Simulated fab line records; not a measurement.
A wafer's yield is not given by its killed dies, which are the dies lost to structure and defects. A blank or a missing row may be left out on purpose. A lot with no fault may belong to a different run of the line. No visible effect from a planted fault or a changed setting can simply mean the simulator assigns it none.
Struck lot and sound lot, side by side :: flow nand-harc :: 41 out of 1302 route steps
Sound: the wafers L335.3, L335.4, L335.6. Struck: wafer L344.1 (left out: L344.2, L344.6 of the same lot, which were not struck); the cause appears at the end.
Order at every step that has rows: each side's tool, ch and its chambers, its first start. Under that, the readings that differ: sound wafers :: struck wafers :: difference of the means :: sigmas: that difference in standard deviations of wafers without a fault.
alike: words and numbers the same on both sides, and readings whose means are apart by under 2 such deviations; not compared: readings that were withheld, readings missing a value for some wafer, numbers with overlapping values and no deviation given by the record, and bounds like >300 which may hide the same value.
Wherever a step has rows on one side only, a row that says differs or no value, or a row with sigmas, the two part there. Numbers that don't overlap but have no deviation are shown without sigmas and don't part them. Lack of a reading on every wafer of one side parts them only where that side has two or more wafers.

NHARC_A_M1_OVL_MEAS_10: pitch 240 nm.
  sound on overlay-01, day 23 14:36; struck on overlay-01, day 27 03:49
  alike: overlay-x-nm, overlay-y-nm
NHARC_A_M1_INSPECT_11:
  sound on defect-inspect-01, day 23 14:38; struck on defect-inspect-01, day 27 03:52
  alike: raw-defect-count
then, 3 steps without rows for these wafers: NHARC_A_M1_DESCUM_14 (chemistry O2, time 3 s); NHARC_A_M1_ETCH_35 (etches the open film in N2/H2, target depth 40 nm, overetch 12 nm, time 43.94 s); NHARC_A_M1_ETCH_15 (etches the open film in C4F8/Ar, target depth 182.5 nm, time 91.2 s).
NHARC_A_M1_CD_MEAS_16:
  sound on cd-sem-01, day 23 15:01; struck on cd-sem-03, day 27 04:13
  alike: cd-nm
then, 4 steps without rows for these wafers: NHARC_A_M1_STRIP_18 (strips in N2/H2); NHARC_A_M1_ETCH_28 (etches the open film in CF4/N2, target depth 30 nm, time 72.99 s); NHARC_A_M1_STRIP_19 (strips in post etch residue remover, time 600 s); NHARC_A_M1_DEGAS_29 (time 60 s).
NHARC_A_M1_PRE_CLEAN_30: time 30 s.
  sound on pvd-sputter-03; struck on pvd-sputter-01
  alike: heater-power-w
then, 1 step without rows for these wafers: NHARC_A_M1_PVD_20 (deposits TaN, target thk 5 nm, time 8.06 s).
NHARC_A_M1_PVD_21: deposits Cu, target thk 30 nm, time 20.49 s.
  sound on pvd-sputter-03, day 23 15:58; struck on pvd-sputter-01, day 27 05:10
  alike: throttle-valve-pct
then, 1 step without rows for these wafers: NHARC_A_M1_ECD_22 (material Cu, target thk 400 nm).
NHARC_A_M1_ANNEAL_31: time 90 s.
  sound on rtp-anneal-01 ch 0, day 23 16:34; struck on rtp-anneal-02 ch 0, day 27 05:40
  alike: wafer_temp_C_max
then, 2 steps without rows for these wafers: NHARC_A_M1_CMP_23 (polishes, t overpolish 20 s, target thk 154.34 nm); NHARC_A_M1_SRD_25.
NHARC_A_M1_INSPECT_27:
  sound on defect-inspect-01, day 23 17:17; struck on defect-inspect-02, day 27 06:52
  alike: raw-defect-count
then, 1 step without rows for these wafers: NHARC_A_M1_PRE_CLEAN_32 (time 12 s).
NHARC_A_M1_DEP_33: deposits SiCN, target thk 30 nm.
  sound on pecvd-02 ch 1,2, day 23 17:25; struck on pecvd-02 ch 1, day 27 07:03
  alike: heater-power-w
NHARC_A_BONDPAD_DEP_00: deposits SiCN, target thk 250 nm.
  the record has rows for the sound wafers here (pecvd-04 ch 0,2, day 23 18:07) and none for the struck ones
then, 1 step without rows for these wafers: NHARC_A_BONDPAD_CMP_29 (polishes SiCN, target thk 200 nm).
NHARC_A_BONDPAD_THK_MEAS_30: measures by ellipsometry.
  sound wafers here have rows in the record (film-metro-01, day 23 18:46); struck ones have none
then, 10 steps without rows for these wafers: NHARC_A_BONDPAD_SRD_31; NHARC_A_BONDPAD_DEHYDRATE_01 (time 120 s); NHARC_A_BONDPAD_HMDS_02 (time 30 s); NHARC_A_BONDPAD_COAT_33 (time 65 s); NHARC_A_BONDPAD_COAT_03 (resist thk 600 nm); NHARC_A_BONDPAD_SOFTBAKE_04 (time 70 s); NHARC_A_BONDPAD_EBR_05; NHARC_A_BONDPAD_EXPOSE_06 (exposes mask A BPAD); NHARC_A_BONDPAD_PEB_07 (peb time 80 s); NHARC_A_BONDPAD_DEVELOP_08 (time 50 s).
NHARC_A_BONDPAD_CD_MEAS_09: target cd 500 nm.
  the record has rows for the sound wafers here (cd-sem-01 ch 0, day 23 19:13) and none for the struck ones
NHARC_A_BONDPAD_OVL_MEAS_35:
  sound wafers here have rows in the record (overlay-02, day 23 19:17); struck ones have none
then, 1 step without rows for these wafers: NHARC_A_BONDPAD_HARDBAKE_10 (time 65 s).
NHARC_A_BONDPAD_DESCUM_11: chemistry O2, time 3 s.
  the record has rows for the sound wafers here (rie-diel-09 ch 1,2,3, day 23 19:26) and none for the struck ones
then, 2 steps without rows for these wafers: NHARC_A_BONDPAD_ETCH_34 (etches the open film in N2/H2, target depth 60 nm, overetch 18 nm, time 65.91 s); NHARC_A_BONDPAD_ETCH_12 (etches the open film in CHF3/O2, target depth 220 nm, time 110 s).
NHARC_A_BONDPAD_CD_MEAS_13:
  sound wafers here have rows in the record (cd-sem-03, day 23 19:44); struck ones have none
NHARC_END_SORT_01:
  at this point the record logs the struck wafers (prober-01 ch 0, day 28 14:10) and has no rows for the sound ones

== WHERE THEY PART ==
At NHARC_A_BONDPAD_DEP_00 first; at NHARC_END_SORT_01 last (within this record only).

WHY: what the simulator had put in
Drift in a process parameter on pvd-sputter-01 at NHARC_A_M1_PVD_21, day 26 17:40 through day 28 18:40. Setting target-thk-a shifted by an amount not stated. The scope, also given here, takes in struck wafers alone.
